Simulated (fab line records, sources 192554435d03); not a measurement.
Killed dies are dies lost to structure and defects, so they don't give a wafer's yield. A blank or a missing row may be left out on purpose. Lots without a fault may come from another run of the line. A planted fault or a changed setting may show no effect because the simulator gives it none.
fab line records | flow n5_finfet
record lots=5 wafers=12 last_day=19
route steps=1938 shown MOL_CONTACT_COAG@626 BEOL_M0_SAQP@632 BEOL_M4@1111 PASSIVATION@1936
lots that met no fault: from a run of the same line without faults
start_h: hours from the record's first day to the start of the lot's first wafer shown | wait_h: hours since the lot's step before | " the same as in the row above | L1.1+2: a row that stands for several wafers | - no value, or no start given | * or withheld: withheld | < > ~ a bound
route shown NAME@n: a module of which the file shows steps, and the number in the route of the first | usual: mean/standard deviation of fault-free wafers | same: alike in all rows | chamber/n: place in a boat | sites: the reading at each site | _std_site: their standard deviation | _edge_site: outer sites' mean less inner sites' | radius_mm: how far each site lies from the wafer's centre | mask NAME#n: copy n | behind: the tool/chamber that last shaped the wafer | hold: why the lot was held/for how many hours/how that ended | device: the transistor (n, p or np) that didn't switch | end of line: the same wafers' tests at the end of the route | a step without rows: its recipe alone | killed: dies lost to structure and defects at the first sort, not the wafer's yield | map: a wafer's dies, x killed, . not, _ none there
set.NAME: the setting as run; set.NAME@STEP: as run at that earlier step | model.NAME: the simulator's own value behind a step, which no gauge read
lots at some steps of the route; a table a step, a row a wafer
services: from which hour (start_h, from the record's first day; less than 0 if before it) a tool's chamber was out of use, for how many hours, and why
## steps
# step N5_MOL_CONTACT_COAG_SRD_128
# recipe dry_time_s=32 dry=n2_spin spin_rpm=1500
# step N5_MOL_CONTACT_COAG_CMP_52
# recipe stop_on=SiO2 t_overpolish_s=1.5 post_cmp_clean=w_dilute_nh4oh down_force_psi=4 platen_rpm=50.289 pad_velocity_m_s=1.0006 target_thk_nm=66.5
# step N5_MOL_CONTACT_COAG_ANNEAL_112
# recipe temp_c=400 time_s=1800 ambient=HPD2 pressure_atm=10
# step N5_BEOL_M0_SAQP_PECVD_00
# recipe material=SiCN target_thk_a=80 temp_c=withheld precursor=3MS/NH3 pressure_torr=3 rf_w=202 time_s=14
# step N5_BEOL_M0_SAQP_ILD_DEP_01
# recipe material=SiOC target_thk_a=454.19 temp_c=350 precursor=DEMS/O2 pressure_torr=5 rf_w=500 time_s=8.7
# step N5_BEOL_M0_SAQP_HM_DEP_02
# recipe material=TiN target_thk_a=120 temp_c=25 chamber_pressure_pa=0.49996
# step N5_BEOL_M0_SAQP_PECVD_03
# recipe material=SiCN target_thk_a=120 temp_c=withheld precursor=3MS/NH3 pressure_torr=3 rf_w=202 time_s=21.1
# step N5_BEOL_M0_SAQP_PECVD_96
# recipe material=a-Si target_thk_a=450 temp_c=350 precursor=SiH4/He pressure_torr=3 rf_w=100 time_s=45.2
# step N5_BEOL_M0_SAQP_PECVD_97
# recipe material=SiNx target_thk_a=230 temp_c=350 precursor=SiH4/NH3/N2 pressure_torr=1.5 rf_w=300 time_s=19.9
# step N5_BEOL_M0_SAQP_PECVD_04
# recipe material=a-Si target_thk_a=600 temp_c=350 precursor=SiH4/He pressure_torr=3 rf_w=100 time_s=60.2
# usual heater_power_w=595/62 showerhead_plenum_p_Torr=5.65/0.039 showerhead_vpp_V=609/27 throttle_valve_pct=18.0/1.1
# columns lot.wafer tool chamber start_h wait_h heater_power_w showerhead_plenum_p_Torr showerhead_vpp_V throttle_valve_pct model.a-Si_of_BEOL_M0_SAQP_PECVD_04.thk_nm
L709.1 pecvd-02 2 140.52 0.0 517 5.67 609 16.6 59.2
L709.4 " 0 " " 561 5.62 635 17.6 60.2
L709.6 " 1 " " 564 5.61 603 17.5 60.4
L716.2 pecvd-02 2 185.74 0.0 637 5.67 601 16.7 59.4
L716.6 " 0 " " 623 5.63 629 17.9 67
L717.1 pecvd-02 2 190.97 0.0 609 5.68 595 16.9 66.6
L717.5 " 1 " " 638 5.60 591 17.8 60.6
L718.1 pecvd-02 2 197.74 0.0 570 5.66 606 16.7 65.8
L718.5 " 1 " " 582 5.63 595 17.4 60
L727.1 pecvd-01 0 251.19 0.0 642 5.72 592 18.3 59.8
L727.2 " 2 " " 633 5.67 613 17.2 59.4
L727.6 " 1 " " 613 5.67 656 20.1 60.8
# step N5_BEOL_M0_SAQP_THK_MEAS_05
# usual thk_nm=59.7/0.76
# columns lot.wafer tool chamber start_h wait_h thk_nm
L709.1 film_metro-01 - 140.62 0.1 59.2
L709.4 " - " " 60.2
L709.6 " - " " 60.5
L716.2 film_metro-01 - 185.84 0.1 59.4
L716.6 " - " " 66.9
L717.1 film_metro-02 - 191.07 0.1 66.6
L717.5 " - " " 60.6
L718.1 film_metro-02 - 197.85 0.1 65.9
L718.5 " - " " 60.0
L727.1 film_metro-02 - 251.28 0.1 59.9
L727.2 " - " " 59.4
L727.6 " - " " 60.8
# step N5_BEOL_M0_SAQP_HM_DEP_111
# recipe material=SiO2 target_thk_a=120 temp_c=400 precursor=SiH4/N2O pressure_torr=0.75 rf_w=275 time_s=7.2
# step N5_BEOL_M0_SAQP_COAT_81
# recipe resist=SOC temp_c=250 time_s=60 spin_rpm=1500 resist_thk_nm=100
# step N5_BEOL_M0_SAQP_COAT_82
# recipe resist=SiARC temp_c=220 time_s=60 spin_rpm=1500 resist_thk_nm=30
# step N5_BEOL_M0_SAQP_COAT_08
# recipe resist=CAR-ArF spin_rpm=1500 resist_thk_nm=90
# step N5_BEOL_M0_SAQP_EBR_10
# recipe solvent=PGMEA ebr_width_mm=1.5
# step N5_BEOL_M0_SAQP_SOFTBAKE_09
# recipe temp_c=110 time_s=60 resist=CAR-ArF
# step N5_BEOL_M0_SAQP_EXPOSE_11
# recipe mask_id=M0_CORE na=1.35 source_shape=dipole sigma_inner=0.538 sigma_outer=0.738 polarization=te target_cd_nm=42 dose_mj=55
# step N5_BEOL_M0_SAQP_PEB_12
# recipe peb_temp_c=withheld peb_time_s=60 resist=CAR-ArF
# step N5_BEOL_M0_SAQP_DEVELOP_13
# recipe develop_time_s=30 developer=TMAH resist=CAR-ArF dev_temp_c=23 rinse_liquid=diw dry=air_spin
# step N5_BEOL_M0_SAQP_DESCUM_19
# recipe chemistry=O2 time_s=7.9 source_power_w=50 bias_power_w=20 pressure_mtorr=20 rf_frequency_hz=2.712e+07 temp_c=40 resist=CAR-ArF o2_flow_sccm=225
# step N5_BEOL_M0_SAQP_ETCH_83
# recipe chemistry=CF4 target=SiARC target_depth_a=390 mask_material=CAR-ArF time_s=65 ion_energy_ev=80 pressure_mtorr=40 source_w=545 bias_w=36 Ar_flow_sccm=100 cf4_flow_sccm=100 ends=cleared
# step N5_BEOL_M0_SAQP_ETCH_84
# recipe chemistry=N2/H2 target=SOC target_depth_a=1000 overetch_a=200 mask_material=SiARC temp_c=40 time_s=150 ion_energy_ev=200 pressure_mtorr=30 source_w=840 bias_w=150 n2_flow_sccm=200 h2_flow_sccm=200
# step N5_BEOL_M0_SAQP_STRIP_80
# recipe chemistry=N2/H2 temp_c=40 n2_flow_sccm=200 h2_flow_sccm=200 rf_frequency_hz=6e+07
# step N5_BEOL_M0_SAQP_HM_OPEN_112
# recipe chemistry=CHF3/O2 target=SiO2 stop_on=a-Si target_depth_a=120 over_etch_frac=1.25 mask_material=SOC time_s=13.5 pressure_mtorr=30 source_w=650 bias_w=170 Ar_flow_sccm=200 CHF3_flow_sccm=50 O2_flow_sccm=5 ion_energy_ev=200 ends=end_point
# step N5_BEOL_M0_SAQP_STRIP_113
# recipe chemistry=CHF3/O2 resist=SiARC rf_frequency_hz=6e+07
# step N5_BEOL_M0_SAQP_MANDREL_ETCH_20
# recipe target_depth_a=600 chemistry=HBr/Cl2 target=a-Si stop_on=SiNx bt_time_s=10 mask_material=SOC over_etch_frac=0.5 time_s=30 pressure_mtorr=10 icp_w=800 bias_w=75 HBr_flow_sccm=150 Cl2_flow_sccm=80 ends=end_point
# usual drypump_motor_current_A=6.0/0.41 oes_product_au=0.772/0.011 throttle_valve_pct=35.30/0.3
# columns lot.wafer tool chamber start_h wait_h drypump_motor_current_A oes_product_au rf_hours_counter_h throttle_valve_pct model.etch.depth_nm
L709.1 rie_si-02 3 141.47 0.0 5.7 0.764 6 35.01 59.16
L709.4 " 2 " " 6.5 0.785 157 35.26 60.09
L709.6 " 3 " " 5.7 0.763 - 35.01 60.46
L716.2 rie_si-03 3 187.61 0.0 6.3 0.758 55 35.76 59.44
L716.6 " 1 " " 6.4 0.833 - 34.83 66.94
L717.1 rie_si-03 1 192.62 0.0 6.5 0.826 135 34.82 66.54
L717.5 " 2 " " 5.9 0.784 - 35.36 60.67
L718.1 rie_si-03 2 198.70 0.0 5.9 0.828 2 35.28 65.9
L718.5 " 3 " " 6.3 0.762 - 35.76 59.85
L727.1 rie_si-02 1 252.00 0.0 5.7 0.767 114 35.12 59.89
L727.2 " 2 " " 6.4 0.782 158 35.28 59.34
L727.6 " 0 " " 5.8 0.797 - 35.44 60.79
# step N5_BEOL_M0_SAQP_STRIP_86
# recipe chemistry=N2/H2 power_w=500 temp_c=40 pressure_mtorr=50 rf_frequency_hz=6e+07 overash_fraction=0.3 bias_power_w=28 h2_frac=0.5 n2_flow_sccm=300 h2_flow_sccm=300
# step N5_BEOL_M0_SAQP_STRIP_115
# recipe chemistry=post_etch_residue_remover time_s=60 temp_c=25 remover_ph=withheld remover_water_wt_pct=withheld remover_fluoride_wt_pct=withheld
# step N5_BEOL_M0_SAQP_SRD_93
# recipe dry=ipa_marangoni time_s=30 temp_c=23 rinse_liquid=diw
# step N5_BEOL_M0_SAQP_RECESS_114
# recipe chemistry=HF/NH3 target=SiO2 target_depth_a=144 afs_cycles=3 temp_c=30 sublimation_temp_c=180 sublimation_time_s=60
# step N5_BEOL_M0_SAQP_SPACER1_ALD_98
# recipe material=SiO2 target_thk_a=128 temp_c=300 ald_precursor_family=BDEAS ald_co_reactant=O2-plasma pulse_time_s=1 purge_time_s=2 co_reactant_purge_time_s=2 ald_cycles=138 pressure_torr=2
# step N5_BEOL_M0_SAQP_SPACER1_ETCHBACK_99
# recipe chemistry=CHF3/O2 mode=anisotropic_etchback target=SiO2 target_depth_a=154 time_s=7.7 pressure_mtorr=30 source_w=650 bias_w=170 Ar_flow_sccm=200 CHF3_flow_sccm=50 O2_flow_sccm=5 ion_energy_ev=200
# usual drypump_motor_current_A=5.5/0.51 oes_product_au=0.80/0.084 rf_vpp_V=527/7.9 showerhead_plenum_p_Torr=2.45/0.086 throttle_valve_pct=18.95/0.22
# columns lot.wafer tool chamber start_h wait_h drypump_motor_current_A oes_product_au rf_hours_counter_h rf_vpp_V showerhead_plenum_p_Torr throttle_valve_pct model.a-Si_of_BEOL_M0_SAQP_PECVD_04.thk_nm
L709.1 rie_diel-04 0 142.71 0.3 5.3 0.76 140 535 2.41 18.61 58.6
L709.4 " 3 " " 4.9 0.75 159 534 2.49 19.00 59.4
L709.6 " 0 " " 5.3 0.75 - 534 2.41 18.64 59.8
L716.2 rie_diel-03 2 189.11 0.5 6.2 0.70 240 538 2.47 18.99 58.8
L716.6 " 3 " " 6.3 0.97 - 515 2.39 19.13 66.4
L717.1 rie_diel-03 3 193.71 0.3 6.3 0.96 7 515 2.39 19.13 66
L717.5 " 3 " " 6.3 0.96 - 514 2.39 19.14 60
L718.1 rie_diel-03 2 199.86 0.3 6.1 0.70 243 538 2.47 18.96 65.2
L718.5 " 1 " " 6.1 0.71 - 519 2.40 19.05 59.2
L727.1 rie_diel-05 0 253.17 0.3 5.8 0.80 85 516 2.53 18.80 59.2
L727.2 " 1 " " 5.6 0.82 75 531 2.54 19.09 58.8
L727.6 " 0 " " 5.8 0.82 - 516 2.53 18.79 60.2
# step N5_BEOL_M0_SAQP_MANDREL1_REMOVE_100
# recipe chemistry=HBr/Cl2/O2 bt_time_s=10 target=a-Si stop_on=SiNx endpoint=OES-SiCl over_etch_frac=0.85 icp_w=600 bias_w=30 HBr_flow_sccm=150 Cl2_flow_sccm=80 O2_flow_sccm=5 pressure_mtorr=10
# step N5_BEOL_M4_RC_MEAS_101
# usual DIBL_N=36.5/1.9 DIBL_P=36.7/2.1 IOFF_N=0.17/0.035 IOFF_P=0.22/0.042 ION_N=676/10 ION_P=462/8.1 SS_N=71.5/0.72 SS_P=73.4/0.7 VT_N=249/3.1 VT_P=-250/3.9
# columns lot.wafer tool chamber start_h wait_h DIBL_N[mV/V] DIBL_P[mV/V] IOFF_N[nA/um] IOFF_P[nA/um] ION_N[uA/um] ION_P[uA/um] SS_N[mV/dec] SS_P[mV/dec] VT_N[mV] VT_P[mV]
L709.1 prober-02 0 219.79 0.0 39.4 39.3 0.19 0.28 688 474 71.1 75.0 245 -243
L709.4 " 0 " " 39.5 39.3 0.19 0.28 682 469 72.3 74.3 247 -246
L709.6 " 0 " " 40.0 39.9 0.21 0.31 681 476 72.5 74.1 246 -242
L717.1 prober-01 0 255.23 0.0 38.7 40.6 0.23 0.25 688 464 72.5 74.1 244 -249
L717.5 " 0 " " 38.6 40.6 0.24 0.24 694 463 72.5 74.4 244 -248
L718.1 prober-02 0 256.88 0.0 39.3 39.6 0.22 0.24 691 470 72.4 73.7 244 -251
L718.5 " 0 " " 37.5 36.2 0.18 0.18 668 454 71.2 73.5 248 -253
L716.2 prober-01 0 259.11 0.2 36.9 37.1 0.18 0.21 682 460 71.2 72.9 249 -253
L716.6 " 0 " " 36.7 35.0 0.17 0.19 679 453 71.8 73.1 250 -253
L727.1 prober-01 0 348.12 0.0 37.1 37.8 0.19 0.25 689 474 72.3 73.7 249 -247
L727.2 " 0 " " 33.4 33.7 0.13 0.19 662 459 70.9 72.1 252 -249
L727.6 " 0 " " 33.1 33.0 0.13 0.18 661 454 71.0 72.3 251 -253
# step N5_PASSIVATION_PROBE_49
# usual defect_limited_yield=91.4/1.5 killed_at_M0_to_M3=35/12 killed_at_M4_up=13/5.8 killed_at_contacts=12/5.5 killed_at_front_end=36/9.9 killed_at_other=4/3.7 killed_dies=101/18 killed_open=66/13 killed_short=33/8 sort_bin_4_leakage=0.00/0.016 sort_bin_5_function=5.0/1 sort_bin_6_memory=3.2/0.67 sort_n_pass=1079/18 sort_yield_pct=91.4/1.5
# same gross_dies=1180 killed_at_back_side=0 sort_bin_8_speed[%]=0
# columns lot.wafer tool chamber start_h wait_h defect_limited_yield[%] killed_at_M0_to_M3 killed_at_M4_up killed_at_contacts killed_at_front_end killed_at_other killed_dies killed_open killed_short sort_bin_4_leakage[%] sort_bin_5_function[%] sort_bin_6_memory[%] sort_n_pass sort_yield_pct[%]
L709.1 prober-01 - 330.90 0.0 89.3 40 23 21 40 2 126 79 38 0 5.8 3.8 1054 89.3
L709.4 prober-01 - 331.05 0.2 91.8 34 7 22 31 3 97 75 21 0 5.3 2.8 1083 91.8
L709.6 prober-01 - 331.15 0.3 90.5 38 13 20 41 0 112 80 31 0 5.3 3.8 1068 90.5
L716.2 prober-01 - 368.89 0.1 92.9 24 11 3 43 3 84 51 30 0 3.5 3.3 1096 92.9
L716.6 prober-01 - 369.09 0.3 93.3 23 7 7 38 4 79 48 26 0 4.1 1.9 1101 93.3
L717.1 prober-02 - 372.10 0.0 92.2 17 12 17 45 1 92 55 36 0 5.0 2.6 1088 92.2
L717.5 prober-02 - 372.30 0.2 91.7 34 15 12 37 0 98 65 32 0.08 4.4 3.7 1081 91.6
L718.1 prober-01 - 373.91 0.0 92.4 23 15 13 35 4 90 59 31 0 4.4 2.6 1090 92.4
L718.5 prober-01 - 374.11 0.2 91.6 41 6 11 37 4 99 68 30 0 5.2 3.0 1081 91.6
L727.1 prober-02 - 448.23 0.0 91.5 35 16 13 36 0 100 60 39 0 5.2 3.1 1080 91.5
L727.2 prober-02 - 448.28 0.1 89.9 39 11 15 54 0 119 72 46 0 5.9 4.0 1061 89.9
L727.6 prober-02 - 448.48 0.3 91.9 33 10 23 28 2 96 58 35 0 5.2 2.7 1084 91.9
# killed by level:class
L709.1 MOL_CONTACT_COAG:geometric_particle:open=17 BEOL_M0_SAQP:geometric_particle:short=13 FIN_SAQP:geometric_particle:open=11 BEOL_M0_SAQP:geometric_particle:open=10 BEOL_M4:geometric_particle:open=9 HKMG_FIN:area_etch=9 FIN_SAQP:geometric_particle:short=7 BEOL_M1:geometric_particle:open=6
L709.4 MOL_CONTACT_COAG:geometric_particle:open=22 BEOL_M0_SAQP:geometric_particle:open=9 STI_FIN_REVEAL:geometric_particle:open=8 BEOL_M0_SAQP:geometric_particle:short=8 BEOL_M2:geometric_particle:open=6 DUMMY_GATE:geometric_particle:open=5 STARTING-WAFER:geometric_particle:open=5 FIN_SAQP:geometric_particle:open=3
L709.6 MOL_CONTACT_COAG:geometric_particle:open=16 BEOL_M0_SAQP:geometric_particle:open=13 BEOL_M0_SAQP:geometric_particle:short=10 STI_FIN_REVEAL:geometric_particle:open=8 BEOL_M2:geometric_particle:open=8 DUMMY_GATE:geometric_particle:open=7 BEOL_M4:geometric_particle:open=6 FIN_SAQP:geometric_particle:short=5
L716.2 FIN_SAQP:geometric_particle:open=7 GATE_CUT:geometric_particle:short=7 BEOL_M3:geometric_particle:open=7 SPACER0:geometric_particle:open=6 BEOL_M1:geometric_particle:open=6 DUMMY_GATE:geometric_particle:short=4 SPACER0:geometric_particle:short=4 BEOL_M5:geometric_particle:open=4
L716.6 DUMMY_GATE:geometric_particle:open=8 BEOL_M3:geometric_particle:open=7 FIN_SAQP:geometric_particle:short=6 MOL_CONTACT_COAG:geometric_particle:open=6 HKMG_FIN:area_etch=5 BEOL_M0_SAQP:geometric_particle:open=4 SPACER0:geometric_particle:open=4 BEOL_M0_SAQP:geometric_particle:short=4
L717.1 MOL_CONTACT_COAG:geometric_particle:open=14 FIN_SAQP:geometric_particle:short=8 DUMMY_GATE:geometric_particle:open=7 STI_FIN_REVEAL:geometric_particle:open=4 BEOL_M5:geometric_particle:open=4 STARTING-WAFER:geometric_particle:short=4 FIN_SAQP:geometric_particle:open=3 SPACER0:geometric_particle:open=3
L717.5 BEOL_M4:geometric_particle:open=10 MOL_CONTACT_COAG:geometric_particle:open=9 BEOL_M1:geometric_particle:open=8 FIN_SAQP:geometric_particle:short=7 BEOL_M0_SAQP:geometric_particle:short=7 BEOL_M2:geometric_particle:open=7 FIN_SAQP:geometric_particle:open=5 BEOL_M0_SAQP:geometric_particle:open=5
L718.1 FIN_SAQP:geometric_particle:open=11 BEOL_M0_SAQP:geometric_particle:open=10 MOL_CONTACT_COAG:geometric_particle:open=9 BEOL_M3:geometric_particle:open=7 FIN_SAQP:geometric_particle:short=6 GATE_CUT:geometric_particle:short=6 STI_FIN_REVEAL:geometric_particle:open=4 MOL_CONTACT_COAG:geometric_particle:short=4
L718.5 BEOL_M0_SAQP:geometric_particle:short=11 MOL_CONTACT_COAG:geometric_particle:open=10 STI_FIN_REVEAL:geometric_particle:open=7 BEOL_M0_SAQP:geometric_particle:open=7 BEOL_M2:geometric_particle:open=7 BEOL_M3:geometric_particle:open=7 FIN_SAQP:geometric_particle:open=6 STARTING-WAFER:geometric_particle:short=5
L727.1 FIN_SAQP:geometric_particle:short=12 MOL_CONTACT_COAG:geometric_particle:open=10 BEOL_M0_SAQP:geometric_particle:open=10 FIN_SAQP:geometric_particle:open=6 GATE_CUT:geometric_particle:short=6 BEOL_M0_SAQP:geometric_particle:short=5 BEOL_M1:geometric_particle:open=5 BEOL_M1:geometric_particle:short=5
L727.2 STI_FIN_REVEAL:geometric_particle:open=17 BEOL_M0_SAQP:geometric_particle:short=15 MOL_CONTACT_COAG:geometric_particle:open=12 BEOL_M0_SAQP:geometric_particle:open=7 DUMMY_GATE:geometric_particle:open=6 FIN_SAQP:geometric_particle:short=5 STARTING-WAFER:geometric_particle:short=5 BEOL_M2:geometric_particle:open=5
L727.6 MOL_CONTACT_COAG:geometric_particle:open=17 BEOL_M0_SAQP:geometric_particle:short=10 MOL_CONTACT_COAG:geometric_particle:short=6 BEOL_M0_SAQP:geometric_particle:open=5 BEOL_M1:geometric_particle:open=5 BEOL_M3:geometric_particle:open=5 FIN_SAQP:geometric_particle:open=4 STI_FIN_REVEAL:geometric_particle:open=4
## services
# columns tool chamber start_h hours kind
pecvd-01 2 145.14 11.9 repair
rie_diel-05 - 147.63 0.9 repair
pecvd-02 1 151.37 2.1 scheduled_down
rie_diel-03 3 153.55 - clean
rie_diel-03 3 153.55 - consumable_replace:focus_ring
rie_diel-03 3 153.55 24.3 scheduled_down
rie_diel-03 3 153.55 24.3 vent_cycle
rie_diel-03 0 154.99 7.7 repair
rie_si-02 1 156.07 1.9 repair
pecvd-02 2 162.58 6.2 repair
rie_diel-04 - 174.46 15.6 pm
rie_diel-05 2 179.59 5.7 repair
rie_diel-05 1 184.83 6.6 repair
rie_diel-05 - 187.41 14.6 pm
rie_si-02 0 187.72 4.2 repair
rie_diel-03 0 196.77 6.4 repair
rie_diel-04 3 200.90 12.8 repair
rie_diel-04 2 216.19 9.9 repair
rie_diel-03 2 216.52 - clean
rie_diel-03 2 216.52 - consumable_replace:focus_ring
rie_diel-03 2 216.52 17.4 scheduled_down
rie_diel-03 2 216.52 17.4 vent_cycle
rie_si-03 1 218.53 6.6 repair
rie_diel-05 3 251.62 3.5 repair
## key
first_sign step=N5_BEOL_M0_SAQP_THK_MEAS_05 reading=thk_nm direction=up sigmas=8.9 usual=* struck=*
effect step=N5_BEOL_M0_SAQP_MANDREL_ETCH_20 reading=oes_product_au direction=up sigmas=5 usual=0.772 struck=0.829
model_effect step=N5_BEOL_M0_SAQP_PECVD_04 value=a-Si_of_BEOL_M0_SAQP_PECVD_04.thk_nm without=59.47 struck=66.47
model_effect step=N5_BEOL_M0_SAQP_MANDREL_ETCH_20 value=etch.depth_nm without=59.46 struck=66.46
model_effect step=N5_BEOL_M0_SAQP_SPACER1_ETCHBACK_99 value=a-Si_of_BEOL_M0_SAQP_PECVD_04.thk_nm without=58.87 struck=65.87
met_at N5_BEOL_M0_SAQP_PECVD_04
struck_wafers L716.6,L717.1,L718.1
onset_between 140.52 185.74
fault kind=process_parameter_drift tool=pecvd-02 chamber=- onset_h=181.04 steps=N5_BEOL_M0_SAQP_PECVD_04 channel=time_s offset=* shape=step end_h=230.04 scope=struck_wafers_only acts_in=* stated=*
